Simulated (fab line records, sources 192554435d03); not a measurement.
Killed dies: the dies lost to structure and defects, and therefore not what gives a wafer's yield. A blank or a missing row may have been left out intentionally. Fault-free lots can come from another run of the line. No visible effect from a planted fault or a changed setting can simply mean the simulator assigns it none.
Which tool did it? + flow n5_finfet + 7 lots, 21 wafers sampled, at 2 steps of a route of 1938

WHAT THE GAUGES READ, wafer by wafer
N5_WELL_APT_INSPECT_10: inspects for defects (macro).
| lot  | measured    | on                | raw_defect_count |
|------|-------------|-------------------|------------------|
| L626 | day 2 01:44 | defect_inspect-02 | 2 1 2            |
| L634 | day 3 19:37 | defect_inspect-02 | 1 2 3            |
| L639 | day 5 01:40 | defect_inspect-02 | 3 3 1            |
| L641 | day 5 13:38 | defect_inspect-02 | 1 3 3            |
| L644 | day 6 07:42 | defect_inspect-01 | 3 2 2            |
| L646 | day 6 20:00 | defect_inspect-01 | 3 3 1            |
| L648 | day 7 10:43 | defect_inspect-02 | 4 2 3            |

WHICH TOOL RAN EACH LOT (tool, then ch and the chambers of the sampled wafers, then the start)
| lot  | N5_ZERO_LAYER_STRIP_24              |
|------|-------------------------------------|
| L626 | plasma_asher-01 ch 0,1, day 1 19:01 |
| L634 | plasma_asher-02 ch 0,1, day 3 18:53 |
| L639 | plasma_asher-02 ch 0,1, day 5 00:56 |
| L641 | plasma_asher-02 ch 0, day 5 12:53   |
| L644 | plasma_asher-01 ch 0,1, day 6 06:58 |
| L646 | plasma_asher-01 ch 0,1, day 6 19:15 |
| L648 | plasma_asher-02 ch 0,1, day 7 10:00 |
- N5_ZERO_LAYER_STRIP_24: strips in O2.

THE ANSWER, worked out from the rows above alone
Rule: what is usual is taken from the lots themselves. The widest of any qualifying gaps counts: lots, ordered by their means at a reading, are off when they make up no more than a third of the lots, leave a main group of 4 or more, and stand apart from it by 3 or more times the standard deviation of that group's means. Not used: any main group whose means are identical at the precision the tables above print for the reading. A lot without any number at a reading at which 4 lots or more have one is off too. Where the step has rows for the other lots, those lots are counted as sound.
None of the lots is off at any reading shown; this tells nothing.

WHAT WAS PUT IN BY THE SIMULATOR
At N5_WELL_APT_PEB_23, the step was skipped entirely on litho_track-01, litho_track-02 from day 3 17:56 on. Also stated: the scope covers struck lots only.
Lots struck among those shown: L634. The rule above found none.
